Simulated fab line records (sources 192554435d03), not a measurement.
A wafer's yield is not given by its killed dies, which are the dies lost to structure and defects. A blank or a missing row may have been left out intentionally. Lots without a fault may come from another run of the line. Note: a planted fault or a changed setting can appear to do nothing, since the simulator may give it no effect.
Chamber matching	flow n5Finfet	N5_BEOL_M6_DESCUM_33 on rieDiel-02: 4 sister chambers
The step chemistry O2, time 7 s. 4 wafers are shown with their chamber, then 10 later ones without.

## WAFERS PAIRED WITH THEIR CHAMBERS
wafer	chamber	showerheadPlenumPTorr (Torr)
L078.6	2	2.07
L083.3	1	2.16
L090.1	0	1.89
L090.2	3	2.01

## WAFERS WITHOUT THEIR CHAMBER
wafer	showerheadPlenumPTorr (Torr)
L090.6	2.16
L092.1	2.15
L092.2	1.89
L092.6	1.89
L095.1	2.05
L095.2	2.15
L095.4	1.89
L096.2	2.15
L096.3	1.89
L096.5	2.05

## CHAMBER TAKEN BY EACH
wafer	from the rows above	in truth
L090.6	1	1
L092.1	1	1
L092.2	0	0
L092.6	0	0
L095.1	can't be placed: 2 or 3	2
L095.2	1	1
L095.4	0	0
L096.2	1	1
L096.3	0	0
L096.5	can't be placed: 2 or 3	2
Correct placement for 8 of the 10. From these rows, 2 cannot be placed; in 2 the true chamber is one of the candidates. 0 placed wrongly.
How it was worked out, from the rows above alone: a wafer's distance from a chamber is the root of the sum, over the readings, of the square of ((its reading less the chamber's mean) divided by the reading's scatter). The wafer belongs to the nearest chamber; if the next one is less than 2 further off, it can't be placed. Each chamber's mean is taken over the wafers shown for it. The scatter: root of mean squared gap, hidden wafer to nearest shown wafer, with one shown wafer a chamber.
